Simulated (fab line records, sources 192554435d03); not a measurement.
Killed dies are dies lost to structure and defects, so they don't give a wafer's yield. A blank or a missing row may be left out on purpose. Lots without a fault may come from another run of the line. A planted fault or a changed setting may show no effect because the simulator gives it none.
fab line records | flow n5_finfet
record lots=5 wafers=15 last_day=17
route steps=1938 shown BEOL_M8@1358 PASSIVATION@1936
lots that met no fault: from a run of the same line without faults
start_h: hours from the record's first day to the start of the lot's first wafer shown | wait_h: hours since the lot's step before | " the same as in the row above | L1.1+2: a row that stands for several wafers | - no value, or no start given | * or withheld: withheld | < > ~ a bound
route shown NAME@n: a module of which the file shows steps, and the number in the route of the first | usual: mean/standard deviation of fault-free wafers | same: alike in all rows | chamber/n: place in a boat | sites: the reading at each site | _std_site: their standard deviation | _edge_site: outer sites' mean less inner sites' | radius_mm: how far each site lies from the wafer's centre | mask NAME#n: copy n | behind: the tool/chamber that last shaped the wafer | hold: why the lot was held/for how many hours/how that ended | device: the transistor (n, p or np) that didn't switch | end of line: the same wafers' tests at the end of the route | a step without rows: its recipe alone | killed: dies lost to structure and defects at the first sort, not the wafer's yield | map: a wafer's dies, x killed, . not, _ none there
set.NAME: the setting as run; set.NAME@STEP: as run at that earlier step | model.NAME: the simulator's own value behind a step, which no gauge read
lots at some steps of the route; a table a step, a row a wafer
services: from which hour (start_h, from the record's first day; less than 0 if before it) a tool's chamber was out of use, for how many hours, and why
## steps
# step N5_BEOL_M8_COAT_71
# recipe resist=underlayer temp_c=205 time_s=60 spin_rpm=1500 resist_thk_nm=5
# step N5_BEOL_M8_COAT_22
# recipe resist=CAR-EUV spin_rpm=1500 resist_thk_nm=30
# step N5_BEOL_M8_EBR_24
# recipe solvent=PGMEA ebr_width_mm=1.5
# step N5_BEOL_M8_SOFTBAKE_23
# recipe temp_c=110 time_s=60 resist=CAR-EUV
# step N5_BEOL_M8_EXPOSE_25
# recipe mask_id=V7 na=0.33 source_shape=annular sigma_inner=0.4 sigma_outer=0.8 polarization=unpolarized target_cd_nm=40 dose_mj=42.5
# step N5_BEOL_M8_PEB_26
# recipe peb_temp_c=100 peb_time_s=60 resist=CAR-EUV
# step N5_BEOL_M8_DEVELOP_27
# recipe develop_time_s=30 developer=TMAH resist=CAR-EUV rinse_liquid=surfactant_rinse dry=air_spin dev_temp_c=23
# step N5_BEOL_M8_CD_MEAS_28
# recipe target_cd_nm=40 landing_energy_ev=500 detector=se_inlens
# usual cd_nm=39.97/0.23
# columns lot.wafer tool chamber start_h wait_h cd_nm
L472.2 cd_sem-01 0 214.49 - 39.74
L472.3 " 0 " " 40.16
L472.5 " 0 " " 39.93
L480.1 cd_sem-01 0 256.51 - 39.78
L480.2 " 0 " " 40.02
L480.5 " 0 " " 40.18
L490.2 cd_sem-03 0 328.65 - 39.58
L490.4 " 0 " " 40.11
L490.6 " 0 " " 39.91
L492.1 cd_sem-03 0 334.66 - 39.73
L492.2 " 0 " " 39.67
L492.5 " 0 " " 39.99
L494.1 cd_sem-03 0 346.80 - 39.86
L494.2 " 0 " " 39.75
L494.4 " 0 " " 39.97
# step N5_BEOL_M8_OVL_MEAS_29
# recipe points_per_wafer=522
# usual V7_OVL=-0.7/0.77
# same points_per_wafer=522
# columns lot.wafer tool chamber start_h wait_h V7_OVL[nm]
L472.2 overlay-01 0 214.53 0.0 0.6
L472.3 " 0 " " 0.6
L472.5 " 0 " " 0.5
L480.1 overlay-01 0 256.54 0.0 -1.1
L480.2 " 0 " " -0.3
L480.5 " 0 " " -1.2
L490.2 overlay-02 0 328.68 0.0 0.1
L490.4 " 0 " " 0.1
L490.6 " 0 " " -0.6
L492.1 overlay-02 0 334.69 0.0 -0.4
L492.2 " 0 " " -1.2
L492.5 " 0 " " -1.3
L494.1 overlay-01 0 346.83 0.0 -1.0
L494.2 " 0 " " -0.5
L494.4 " 0 " " -1.3
# step N5_BEOL_M8_INSPECT_30
# recipe mode=adi inspect_instrument=brightfield
# usual raw_defect_count=420/88
# columns lot.wafer tool chamber start_h wait_h raw_defect_count
L472.2 defect_inspect-01 - 214.58 0.0 413
L472.3 " - " " 482
L472.5 " - " " 355
L480.1 defect_inspect-01 - 256.60 0.1 485
L480.2 " - " " 360
L480.5 " - " " 642
L490.2 defect_inspect-01 - 328.74 0.0 318
L490.4 " - " " 367
L490.6 " - " " 342
L492.1 defect_inspect-01 - 334.75 0.1 525
L492.2 " - " " 484
L492.5 " - " " 422
L494.1 defect_inspect-01 - 346.89 0.1 283
L494.2 " - " " 393
L494.4 " - " " 341
# step N5_BEOL_M8_DESCUM_33
# recipe chemistry=O2 time_s=7 source_power_w=50 bias_power_w=20 pressure_mtorr=20 rf_frequency_hz=2.712e+07 temp_c=40 resist=CAR-EUV o2_flow_sccm=225
# usual bias_power_w=20.01/0.062 drypump_motor_current_A=5.9/0.39 oes_product_au=0.80/0.081 rf_vpp_V=243.0/1.3 showerhead_plenum_p_Torr=2.08/0.071 throttle_valve_pct=20.33/0.21
# columns lot.wafer tool chamber start_h wait_h bias_power_w drypump_motor_current_A oes_product_au rf_hours_counter_h rf_vpp_V showerhead_plenum_p_Torr throttle_valve_pct
L472.2 rie_diel-04 3 214.61 0.0 20.09 5.1 0.88 42 244.1 2.12 20.52
L472.3 " 0 " " 20.08 5.8 0.92 19 246.0 2.22 20.04
L472.5 " 1 " " 20.00 6.3 0.82 - 241.0 2.02 20.04
L480.1 rie_diel-02 3 256.66 0.1 20.00 5.5 0.86 39 244.9 2.11 20.40
L480.2 " 1 " " 20.05 6.0 0.67 242 243.8 2.05 20.19
L480.5 " 1 " " 20.06 6.0 0.66 - 242.6 2.05 20.17
L490.2 rie_diel-04 2 328.90 0.2 20.02 6.1 0.92 15 243.4 2.04 20.18
L490.4 " 3 " " 20.00 5.1 0.82 81 244.4 2.11 20.57
L490.6 " 3 " " 20.03 5.1 0.83 - 242.9 2.11 20.59
L492.1 rie_diel-02 0 334.87 0.1 19.96 6.4 0.79 131 242.5 2.00 20.35
L492.2 " 3 " " 19.94 5.5 0.82 67 242.5 2.11 20.43
L492.5 " 1 " " 19.96 6.0 0.90 - 242.6 2.04 19.93
L494.1 rie_diel-02 3 346.97 0.1 20.00 5.5 0.82 72 243.9 2.10 20.45
L494.2 " 2 " " 20.05 5.9 0.70 220 245.9 2.16 20.52
L494.4 " 0 " " 19.87 6.4 0.78 136 241.3 2.00 20.36
# step N5_BEOL_M8_ETCH_72
# recipe chemistry=N2/H2 target=underlayer target_depth_a=65 mask_material=CAR-EUV time_s=5.2 ion_energy_ev=200 pressure_mtorr=30 source_w=840 bias_w=150 n2_flow_sccm=200 h2_flow_sccm=200 ends=cleared
# usual drypump_motor_current_A=5.9/0.39 etch_rf_on_time_s=5.23/0.11 oes_product_au=0.67/0.071 rf_fwd_power_W=819.6/2.5 rf_vpp_V=523.5/2.6 showerhead_plenum_p_Torr=2.53/0.086 throttle_valve_pct=17.82/0.21
# columns lot.wafer tool chamber start_h wait_h drypump_motor_current_A etch_rf_on_time_s oes_product_au rf_fwd_power_W rf_hours_counter_h rf_vpp_V showerhead_plenum_p_Torr throttle_valve_pct
L472.2 rie_diel-04 3 214.65 0.0 5.1 5.13 0.74 819.3 42 525.1 2.60 18.05
L472.3 " 0 " " 5.7 5.16 0.78 820.5 19 528.2 2.71 17.50
L472.5 " 1 " " 6.3 5.22 0.70 824.6 - 521.8 2.46 17.41
L480.1 rie_diel-02 3 256.69 0.0 5.5 5.38 0.72 819.3 39 525.2 2.59 17.84
L480.2 " 1 " " 6.1 5.26 0.57 814.4 242 521.8 2.50 17.76
L480.5 " 1 " " 6.1 5.25 0.57 816.5 - 522.7 2.50 17.79
L490.2 rie_diel-04 2 328.94 0.0 6.1 5.07 0.79 820.0 15 521.3 2.50 17.70
L490.4 " 3 " " 5.1 5.20 0.70 818.2 81 521.9 2.58 18.15
L490.6 " 3 " " 5.1 5.19 0.70 823.6 - 523.6 2.58 18.14
L492.1 rie_diel-02 0 334.91 0.0 6.4 5.24 0.67 820.9 131 521.1 2.44 17.84
L492.2 " 3 " " 5.5 5.41 0.67 820.9 67 522.6 2.58 17.94
L492.5 " 1 " " 6.0 5.12 0.78 820.8 - 523.7 2.49 17.44
L494.1 rie_diel-02 3 347.00 0.0 5.5 5.29 0.69 817.2 72 523.2 2.58 17.94
L494.2 " 2 " " 5.9 5.37 0.59 819.1 220 525.3 2.61 17.98
L494.4 " 0 " " 6.3 5.13 0.68 819.2 136 520.8 2.43 17.86
# step N5_BEOL_M8_ETCH_65
# recipe chemistry=CF4 target=SiARC target_depth_a=156 mask_material=CAR-EUV time_s=26 ion_energy_ev=80 pressure_mtorr=40 source_w=545 bias_w=36 Ar_flow_sccm=100 cf4_flow_sccm=100 ends=cleared
# usual drypump_motor_current_A=5.9/0.39 etch_rf_on_time_s=26.2/0.54 oes_product_au=0.68/0.071 rf_fwd_power_W=532.6/2.2 rf_vpp_V=183.9/1.2 showerhead_plenum_p_Torr=2.13/0.069 throttle_valve_pct=15.54/0.19
# columns lot.wafer tool chamber start_h wait_h drypump_motor_current_A etch_rf_on_time_s oes_product_au rf_fwd_power_W rf_hours_counter_h rf_vpp_V showerhead_plenum_p_Torr throttle_valve_pct
L472.2 rie_diel-04 3 214.66 0.0 5.1 26.2 0.74 531.4 42 184.5 2.18 15.63
L472.3 " 0 " " 5.7 26.1 0.77 531.8 19 185.6 2.28 15.24
L472.5 " 1 " " 6.3 26.0 0.70 538.5 - 183.6 2.07 15.24
L480.1 rie_diel-02 3 256.71 0.0 5.5 26.4 0.73 532.9 39 184.5 2.18 15.59
L480.2 " 1 " " 6.1 26.0 0.57 532.8 242 183.5 2.12 15.66
L480.5 " 1 " " 6.0 26.0 0.57 532.7 - 185.3 2.12 15.66
L490.2 rie_diel-04 2 328.96 0.0 6.1 32.7 0.69 399.9 15 201.6 2.09 15.25
L490.4 " 3 " " 5.1 25.8 0.71 531.5 81 184.4 2.17 15.74
L490.6 " 3 " " 5.1 25.6 0.70 532.1 - 183.4 2.17 15.73
L492.1 rie_diel-02 0 334.92 0.0 6.3 26.0 0.67 531.2 131 184.2 2.06 15.60
L492.2 " 3 " " 5.5 26.8 0.70 530.3 67 183.5 2.17 15.65
L492.5 " 1 " " 6.0 25.5 0.79 530.8 - 183.2 2.12 15.24
L494.1 rie_diel-02 3 347.02 0.0 5.5 27.0 0.68 531.9 72 183.6 2.17 15.67
L494.2 " 2 " " 5.9 27.4 0.59 531.9 220 185.8 2.19 15.59
L494.4 " 0 " " 6.4 26.0 0.67 530.4 136 182.9 2.06 15.62
# step N5_BEOL_M8_ETCH_66
# recipe chemistry=N2/H2 target=SOC target_depth_a=800 overetch_a=160 mask_material=SiARC temp_c=40 time_s=120 ion_energy_ev=200 pressure_mtorr=30 source_w=840 bias_w=150 n2_flow_sccm=200 h2_flow_sccm=200
# usual drypump_motor_current_A=5.9/0.39 oes_product_au=0.61/0.06 rf_fwd_power_W=835.6/2.6 rf_vpp_V=523.7/2.3 showerhead_plenum_p_Torr=2.53/0.086 throttle_valve_pct=17.77/0.21
# columns lot.wafer tool chamber start_h wait_h drypump_motor_current_A oes_product_au rf_fwd_power_W rf_hours_counter_h rf_vpp_V showerhead_plenum_p_Torr throttle_valve_pct
L472.2 rie_diel-04 3 214.69 0.0 5.1 0.66 832.1 42 524.8 2.60 17.99
L472.3 " 0 " " 5.8 0.69 836.9 19 528.5 2.71 17.45
L472.5 " 1 " " 6.3 0.62 835.2 - 521.9 2.46 17.38
L480.1 rie_diel-02 3 256.74 0.0 5.5 0.66 834.3 39 527.0 2.59 17.85
L480.2 " 1 " " 6.1 0.52 835.0 242 521.3 2.50 17.74
L480.5 " 1 " " 6.1 0.52 832.9 - 522.9 2.50 17.74
L490.2 rie_diel-04 2 328.98 0.0 6.1 0.69 834.7 15 521.9 2.50 17.64
L490.4 " 3 " " 5.1 0.63 834.5 81 524.6 2.58 18.09
L490.6 " 3 " " 5.1 0.62 833.8 - 524.6 2.58 18.10
L492.1 rie_diel-02 0 334.95 0.0 6.4 0.61 831.5 131 522.3 2.43 17.81
L492.2 " 3 " " 5.5 0.62 836.4 67 525.6 2.58 17.89
L492.5 " 1 " " 6.0 0.70 832.4 - 523.3 2.49 17.41
L494.1 rie_diel-02 3 347.05 0.0 5.5 0.62 839.0 72 523.9 2.58 17.90
L494.2 " 2 " " 5.9 0.53 837.3 220 526.4 2.61 17.93
L494.4 " 0 " " 6.4 0.60 836.2 136 522.0 2.43 17.81
# step N5_PASSIVATION_PROBE_49
# usual defect_limited_yield=91.2/1.6 killed_at_M0_to_M3=31/10 killed_at_M4_up=14/4.4 killed_at_contacts=13/6 killed_at_front_end=43/13 killed_at_other=3.5/2.6 killed_dies=104/18 killed_open=68/14 killed_short=34/8.1 sort_bin_4_leakage=0.01/0.073 sort_bin_5_function=5.1/1.1 sort_bin_6_memory=3.3/0.68 sort_n_pass=1076/18 sort_yield_pct=91.2/1.6
# same gross_dies=1180 killed_at_back_side=0 sort_bin_8_speed[%]=0
# columns lot.wafer tool chamber start_h wait_h defect_limited_yield[%] killed_at_M0_to_M3 killed_at_M4_up killed_at_contacts killed_at_front_end killed_at_other killed_dies killed_open killed_short sort_bin_4_leakage[%] sort_bin_5_function[%] sort_bin_6_memory[%] sort_n_pass sort_yield_pct[%]
L472.2 prober-02 - 284.54 0.1 90.8 40 18 6 39 5 108 78 29 0 5.6 3.3 1072 90.8
L472.3 prober-02 - 284.59 0.1 88.0 61 16 13 46 6 142 89 46 0 6.4 3.8 1038 88.0
L472.5 prober-02 - 284.69 0.2 91.3 47 14 13 27 2 103 69 28 0 5.1 2.9 1077 91.3
L490.2 prober-01 - 401.04 0.1 93.2 11 7 6 51 5 80 51 29 0 4.2 2.3 1100 93.2
L490.4 prober-01 - 401.14 0.2 91.4 16 12 13 58 3 102 59 36 0 5.3 2.4 1078 91.4
L490.6 prober-01 - 401.24 0.3 92.3 29 11 7 38 6 91 56 28 0.08 3.8 3.0 1088 92.2
# killed by level:class
L472.2 FIN_SAQP:geometric_particle:open=18 BEOL_M4:geometric_particle:open=11 BEOL_M0_SAQP:geometric_particle:short=8 BEOL_M0_SAQP:geometric_particle:open=7 BEOL_M3:geometric_particle:open=7 BEOL_M2:geometric_particle:open=5 MOL_CONTACT_COAG:geometric_particle:open=5 FIN_SAQP:geometric_particle:short=4
L472.3 BEOL_M0_SAQP:geometric_particle:short=14 BEOL_M0_SAQP:geometric_particle:open=12 BEOL_M3:geometric_particle:open=11 MOL_CONTACT_COAG:geometric_particle:open=11 BEOL_M1:geometric_particle:open=9 FIN_SAQP:geometric_particle:open=8 STI_FIN_REVEAL:geometric_particle:open=8 BEOL_M0:geometric_particle:open=8
L472.5 MOL_CONTACT_COAG:geometric_particle:open=10 BEOL_M3:geometric_particle:open=10 FIN_SAQP:geometric_particle:open=8 BEOL_M0_SAQP:geometric_particle:open=8 BEOL_M1:geometric_particle:open=8 BEOL_M3:geometric_particle:short=5 HKMG_FIN:area_etch=5 BEOL_M0_SAQP:geometric_particle:short=4
L490.2 FIN_SAQP:geometric_particle:short=17 FIN_SAQP:geometric_particle:open=12 MOL_CONTACT_COAG:geometric_particle:open=6 BEOL_M0_SAQP:geometric_particle:open=5 DUMMY_GATE:geometric_particle:open=4 GATE_CUT:geometric_particle:open=4 BEOL_M4:geometric_particle:open=3 GATE_CUT:geometric_particle:short=3
L490.4 FIN_SAQP:geometric_particle:open=15 FIN_SAQP:geometric_particle:short=11 MOL_CONTACT_COAG:geometric_particle:open=9 STI_FIN_REVEAL:geometric_particle:open=7 HKMG_FIN:area_etch=7 GATE_CUT:geometric_particle:short=5 BEOL_M0_SAQP:geometric_particle:open=5 MOL_CONTACT_COAG:geometric_particle:short=4
L490.6 BEOL_M0_SAQP:geometric_particle:open=9 FIN_SAQP:geometric_particle:open=6 BEOL_M1:geometric_particle:open=6 HKMG_FIN:area_etch=6 BEOL_M0_SAQP:geometric_particle:short=5 BEOL_M4:geometric_particle:open=5 FIN_SAQP:geometric_particle:short=4 STI_FIN_REVEAL:geometric_particle:open=4
## services
# columns tool chamber start_h hours kind
rie_diel-02 0 218.61 13.5 repair
rie_diel-04 3 229.55 4.3 repair
rie_diel-04 2 266.04 - clean
rie_diel-04 2 266.04 - consumable_replace:focus_ring
rie_diel-04 2 266.04 20.8 scheduled_down
rie_diel-04 2 266.04 20.8 vent_cycle
rie_diel-02 1 282.03 - clean
rie_diel-02 1 282.03 - consumable_replace:focus_ring
rie_diel-02 1 282.03 19.3 scheduled_down
rie_diel-02 1 282.03 19.3 vent_cycle
rie_diel-02 2 324.37 9.4 repair
## key
first_sign step=N5_BEOL_M8_ETCH_65 reading=rf_fwd_power_W direction=down sigmas=61 usual=* struck=*
effect step=N5_BEOL_M8_ETCH_65 reading=rf_vpp_V direction=up sigmas=15 usual=183.9 struck=201.6
met_at N5_BEOL_M8_ETCH_65
struck_wafers L490.2
fault kind=process_parameter_drift tool=rie_diel-04 chamber=2 onset_h=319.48 steps=N5_BEOL_M8_ETCH_65 channel=source_w offset=-130.8 shape=step end_h=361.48 acts_in=these_recipes_only stated=545
